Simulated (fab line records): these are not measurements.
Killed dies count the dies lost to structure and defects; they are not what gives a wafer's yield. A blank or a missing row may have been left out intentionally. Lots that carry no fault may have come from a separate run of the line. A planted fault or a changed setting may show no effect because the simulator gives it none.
fab line records | flow nand_harc | part 2 of 2: steps 23 to 35 of 35
[record] lots = 5 wafers = 15 last_day = 32
route steps=1302 shown A_BLC@1115 A_M0@1137
lots untouched by any fault: they come from a run of this same line in which no faults occurred
start_h: the number of hours between the record's first day and the start of the first shown wafer of the lot | wait_h: hours from the lot's prior step to this one | " identical to the entry in the row above | L1.1+2: a row that stands for several wafers | - no value, or no start was given | * or withheld: withheld | < > ~ a bound
route shown NAME@n: NAME is a module with steps in the file, n the number in the route of the first one | usual: mean/standard deviation taken from wafers without a fault | same: alike in all rows | chamber/n: place in a boat | sites: readings site by site | _std_site: the values' standard deviation | _edge_site: inner sites' mean taken away from outer sites' mean | radius_mm: how far each site lies from the wafer's centre | mask NAME#n: copy n | behind: the last tool/chamber to shape the wafer | hold: what put the lot on hold/how long, in hours/how the hold closed | device: whichever transistor did not switch (one of n, p or np) | end of line: the tests these same wafers got at the end of their route | a step without rows: its recipe alone | killed: dies that structure and defects cost at the first sort, which is not the same as the wafer's yield | map: dies across one wafer; x = killed, . = not, _ = none there
set.NAME: the run value of the setting; set.NAME@STEP: its run value at that earlier step | model.NAME: the simulator's own value behind a step, which no gauge read
lots at some steps of the route; a table a step, a row a wafer
services: a tool's chamber out of use, with start hour (start_h, from the record's first day; less than 0 if before it), hours out, and reason
[[steps]]
[step NHARC_A_M0_DEHYDRATE_01]
[recipe] temp_c = 150 time_s = 120
[usual] plate_temp_C = 150.04/0.15
// columns lot.wafer tool chamber start_h wait_h plate_temp_C
L077.1 litho_track-06 0 537.31 - 149.91
L077.4 " 0 " " 150.01
L077.5 " 0 " " 150.19
L085.4 litho_track-04 0 622.09 - 150.14
L085.5 " 0 " " 150.05
L085.6 " 0 " " 150.04
L089.2 litho_track-04 0 666.75 - 149.91
L089.4 " 0 " " 150.06
L089.5 " 0 " " 150.00
L092.4 litho_track-04 0 712.89 - 149.89
L092.5 " 0 " " 149.92
L092.6 " 0 " " 150.06
L095.1 litho_track-04 0 722.28 - 150.21
L095.4 " 0 " " 150.14
L095.5 " 0 " " 150.27
[step NHARC_A_M0_HMDS_02]
[recipe] time_s = 30
// columns lot.wafer tool chamber start_h wait_h
L077.1+4+5 litho_track-06 0 - -
L085.4+5+6 litho_track-04 0 - -
L089.2+4+5 litho_track-04 0 - -
L092.4+5+6 litho_track-04 0 - -
L095.1+4+5 litho_track-04 0 - -
[step NHARC_A_M0_COAT_33]
[recipe] temp_c = 200 time_s = 65
[usual] plate_temp_C = 199.98/0.17
// columns lot.wafer tool chamber start_h wait_h plate_temp_C
L077.1 litho_track-06 0 - - 200.12
L077.4 " 0 " " 200.26
L077.5 " 0 " " 199.91
L085.4 litho_track-04 0 - - 200.03
L085.5 " 0 " " 199.82
L085.6 " 0 " " 200.02
L089.2 litho_track-04 0 - - 200.14
L089.4 " 0 " " 200.10
L089.5 " 0 " " 199.86
L092.4 litho_track-04 0 - - 199.78
L092.5 " 0 " " 199.80
L092.6 " 0 " " 199.94
L095.1 litho_track-04 0 - - 200.02
L095.4 " 0 " " 200.10
L095.5 " 0 " " 200.01
[step NHARC_A_M0_COAT_03]
[recipe] spin_rpm = 1500 resist_thk_nm = 90
// columns lot.wafer tool chamber start_h wait_h
L077.1+4+5 litho_track-06 0 - -
L085.4+5+6 litho_track-04 0 - -
L089.2+4+5 litho_track-04 0 - -
L092.4+5+6 litho_track-04 0 - -
L095.1+4+5 litho_track-04 0 - -
[step NHARC_A_M0_SOFTBAKE_04]
[recipe] temp_c = 105 time_s = 55
[usual] plate_temp_C = 104.98/0.13
// columns lot.wafer tool chamber start_h wait_h plate_temp_C
L077.1 litho_track-06 0 - - 105.06
L077.4 " 0 " " 104.86
L077.5 " 0 " " 104.97
L085.4 litho_track-04 0 - - 105.04
L085.5 " 0 " " 105.04
L085.6 " 0 " " 105.15
L089.2 litho_track-04 0 - - 104.97
L089.4 " 0 " " 104.94
L089.5 " 0 " " 104.80
L092.4 litho_track-04 0 - - 105.07
L092.5 " 0 " " 104.98
L092.6 " 0 " " 105.10
L095.1 litho_track-04 0 - - 105.16
L095.4 " 0 " " 105.04
L095.5 " 0 " " 105.05
[step NHARC_A_M0_EBR_05]
// columns lot.wafer tool chamber start_h wait_h
L077.1+4+5 litho_track-06 0 - -
L085.4+5+6 litho_track-04 0 - -
L089.2+4+5 litho_track-04 0 - -
L092.4+5+6 litho_track-04 0 - -
L095.1+4+5 litho_track-04 0 - -
[step NHARC_A_M0_EXPOSE_06]
[recipe] na = 1.35 target_cd_nm = 80 dose_mj = 83.25 mask_id = A_M0
// columns lot.wafer tool chamber start_h wait_h mask
L077.1+4+5 arfi_scanner-03 0 537.47 - A_M0#0
L085.4+5+6 arfi_scanner-03 0 622.39 - A_M0#0
L089.2+4+5 arfi_scanner-03 0 666.92 - A_M0#0
L092.4+5+6 arfi_scanner-02 0 713.07 - A_M0#0
L095.1+4+5 arfi_scanner-03 0 722.58 - A_M0#0
[step NHARC_A_M0_PEB_07]
[recipe] peb_temp_c = 100 peb_time_s = 65
[usual] plate_temp_C = 99.98/0.12
// columns lot.wafer tool chamber start_h wait_h plate_temp_C
L077.1 litho_track-06 0 537.53 0.1 100.10
L077.4 " 0 " " 100.12
L077.5 " 0 " " 100.10
L085.4 litho_track-06 0 622.44 0.0 99.99
L085.5 " 0 " " 100.10
L085.6 " 0 " " 99.89
L089.2 litho_track-01 0 666.97 0.1 100.17
L089.4 " 0 " " 100.08
L089.5 " 0 " " 100.07
L092.4 litho_track-04 0 713.12 0.0 99.98
L092.5 " 0 " " 100.17
L092.6 " 0 " " 100.15
L095.1 litho_track-01 0 722.64 0.1 100.00
L095.4 " 0 " " 100.03
L095.5 " 0 " " 100.00
[step NHARC_A_M0_DEVELOP_08]
[recipe] develop_time_s = 35 dev_temp_c = 23
[same] develop_time_s = 35
// columns lot.wafer tool chamber start_h wait_h
L077.1+4+5 litho_track-06 0 - -
L085.4+5+6 litho_track-06 0 - -
L089.2+4+5 litho_track-01 0 - -
L092.4+5+6 litho_track-04 0 - -
L095.1+4+5 litho_track-01 0 - -
[step NHARC_A_M0_CD_MEAS_09]
[recipe] target_cd_nm = 80 landing_energy_ev = 500
[usual] cd_nm = 80.3/0.77
// columns lot.wafer tool chamber start_h wait_h cd_nm
L077.1 cd_sem-03 0 537.61 - 80.0
L077.4 " 0 " " 79.9
L077.5 " 0 " " 80.4
L085.4 cd_sem-03 0 622.52 - 80.4
L085.5 " 0 " " 80.1
L085.6 " 0 " " 80.7
L089.2 cd_sem-02 0 667.05 - 81.0
L089.4 " 0 " " 81.1
L089.5 " 0 " " 80.6
L092.4 cd_sem-02 0 713.20 - 81.3
L092.5 " 0 " " 80.7
L092.6 " 0 " " 80.3
L095.1 cd_sem-03 0 722.72 - 80.0
L095.4 " 0 " " 80.4
L095.5 " 0 " " 80.2
[step NHARC_A_M0_OVL_MEAS_10]
[recipe] pitch_nm = 160
[usual] overlay_x_nm = 0.1/0.71 overlay_y_nm = 0.0/0.78
// columns lot.wafer tool chamber start_h wait_h overlay_x_nm overlay_y_nm
L077.1 overlay-01 - 537.70 - 0.0 -0.3
L077.4 " - " " -0.3 0.1
L077.5 " - " " -0.1 0.0
L085.4 overlay-02 - 622.60 - -0.4 -0.7
L085.5 " - " " -0.3 0.0
L085.6 " - " " -0.3 -0.2
L089.2 overlay-02 - 667.14 - -0.5 -0.8
L089.4 " - " " 0.3 -0.8
L089.5 " - " " -0.5 -0.8
L092.4 overlay-02 - 713.29 - 0.2 -0.9
L092.5 " - " " 0.2 -0.6
L092.6 " - " " -0.2 -0.8
L095.1 overlay-01 - 722.82 - 0.1 -0.2
L095.4 " - " " 0.6 0.7
L095.5 " - " " 0.9 0.5
[step NHARC_A_M0_INSPECT_11]
[usual] raw_defect_count = 82/40
// columns lot.wafer tool chamber start_h wait_h raw_defect_count
L077.1 defect_inspect-02 - 537.74 0.0 74
L077.4 " - " " 69
L077.5 " - " " 77
L085.4 defect_inspect-01 - 622.64 0.0 67
L085.5 " - " " 85
L085.6 " - " " 66
L089.2 defect_inspect-02 - 667.18 0.0 111
L089.4 " - " " 112
L089.5 " - " " 123
L092.4 defect_inspect-02 - 713.32 0.0 64
L092.5 " - " " 59
L092.6 " - " " 65
L095.1 defect_inspect-01 - 722.86 0.0 39
L095.4 " - " " 44
L095.5 " - " " 36
[step NHARC_A_M0_DESCUM_14]
[recipe] time_s = 3 o2_flow_sccm = 200 ar_flow_sccm = 0 bias_power_w = 0 chemistry = O2
[usual] drypump_motor_current_A = 6.0/0.52 oes_product_au = 1.004/0.01 rf_vpp_V = 58.0/0.84 showerhead_plenum_p_Torr = 1.95/0.055 throttle_valve_pct = 11.312/0.0086
// columns lot.wafer tool chamber start_h wait_h drypump_motor_current_A oes_product_au rf_hours_counter_h rf_vpp_V showerhead_plenum_p_Torr throttle_valve_pct
L077.1 rie_diel-11 2 537.80 0.1 6.5 1.010 6 58.5 1.98 11.324
L077.4 " 0 " " 5.5 1.003 - 58.1 1.90 11.302
L077.5 " 1 " " 6.8 0.999 - 59.7 1.99 11.324
L085.4 rie_diel-11 0 622.72 0.1 5.5 0.995 1 57.6 1.90 11.325
L085.5 " 2 " " 6.5 1.002 - 57.8 1.98 11.309
L085.6 " 3 " " 6.4 0.991 - 57.9 1.86 11.318
L089.4 rie_diel-08 1 667.26 0.1 5.5 0.997 7 57.8 2.00 11.315
L089.2 " 2 " " 6.8 1.002 8 58.0 2.05 11.307
L089.5 " 3 " " 5.1 1.006 - 57.6 1.90 11.304
L092.4 rie_diel-08 1 713.40 0.1 5.5 0.990 10 59.4 2.00 11.310
L092.6 " 3 " " 5.1 1.007 - 58.3 1.89 11.305
L092.5 " 0 " " 5.9 1.022 - 58.1 2.01 11.312
L095.4 rie_diel-09 1 722.92 0.1 5.7 1.011 2 58.5 1.93 11.310
L095.1 " 3 " " 6.2 0.992 3 58.1 1.90 11.314
L095.5 " 1 " " 5.7 1.000 - 58.0 1.93 11.305
[[services]]
// columns tool chamber start_h hours kind
rie_diel-01 0 510.51 23.1 repair
rie_diel-01 1 511.08 4.7 repair
litho_track-06 - 529.00 7.0 pm
rie_diel-04 - 531.92 9.0 pm
arfi_scanner-03 - 537.52 0.8 repair
arfi_scanner-03 - 540.02 4.0 pm
rie_diel-04 1 545.01 15.0 repair
litho_track-04 - 553.00 7.0 pm
rie_diel-01 - 558.68 9.0 pm
wet_bench-04 - 579.24 8.0 pm
rie_diel-04 1 593.36 8.4 repair
rie_diel-10 - 596.56 9.0 pm
arfi_scanner-03 - 614.73 0.4 repair
rie_diel-01 3 615.78 5.5 repair
pecvd-04 - 631.63 13.0 pm
pvd_sputter-02 - 638.96 10.0 pm
rie_diel-10 2 641.59 12.1 repair
litho_track-01 - 680.00 7.0 pm
pvd_sputter-02 - 683.60 11.2 repair
rie_diel-01 2 687.97 4.4 repair
litho_track-06 - 704.00 7.0 pm
rie_diel-04 - 708.92 9.0 pm
arfi_scanner-03 - 712.02 4.0 pm
rie_diel-10 1 715.74 32.8 repair
